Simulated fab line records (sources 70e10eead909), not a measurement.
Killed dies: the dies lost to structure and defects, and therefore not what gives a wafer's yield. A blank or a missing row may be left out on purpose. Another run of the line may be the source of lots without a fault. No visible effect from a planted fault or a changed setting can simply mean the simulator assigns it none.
Matching of chambers + flow nand harc + NHARC_P_STI_DESCUM_14 on rie diel-03 has 4 sister chambers
The step chemistry O2, time 3 s. 4 wafers are shown with their chamber, then 7 later ones without.

WAFERS PAIRED WITH THEIR CHAMBERS
| wafer  | chamber | drypump motor current A (A) |
|--------|---------|-----------------------------|
| L407.4 | 0       | 6.4                         |
| L408.5 | 3       | 5.6                         |
| L409.1 | 2       | 5.7                         |
| L409.3 | 1       | 5.3                         |

WAFERS WHOSE CHAMBER IS MISSING
| wafer  | drypump motor current A (A) |
|--------|-----------------------------|
| L409.4 | 5.7                         |
| L413.4 | 6.4                         |
| L413.5 | 5.2                         |
| L413.6 | 6.4                         |
| L416.1 | 5.7                         |
| L416.5 | 5.6                         |
| L416.6 | 5.7                         |

THE CHAMBER EACH PASSED THROUGH
| wafer  | from the rows above | in truth                   |
|--------|---------------------|----------------------------|
| L409.4 | 2                   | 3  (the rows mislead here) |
| L413.4 | 0                   | 0                          |
| L413.5 | 1                   | 1                          |
| L413.6 | 0                   | 0                          |
| L416.1 | 2                   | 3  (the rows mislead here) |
| L416.5 | 3                   | 3                          |
| L416.6 | 2                   | 2                          |
5 of 7 placed correctly. Left unplaced by these rows: 0. Number placed wrongly: 2.
How it was worked out, from the rows above alone: a wafer's distance from a chamber is the root of the sum, over the readings, of the square of ((its reading less the chamber's mean) divided by the reading's scatter). If the next closest chamber is less than 2 further off than the closest, the wafer can't be placed; otherwise it belongs to the closest. Each chamber's mean is taken over the wafers shown for it. The scatter: root of mean squared gap, hidden wafer to nearest shown wafer, with one shown wafer a chamber.
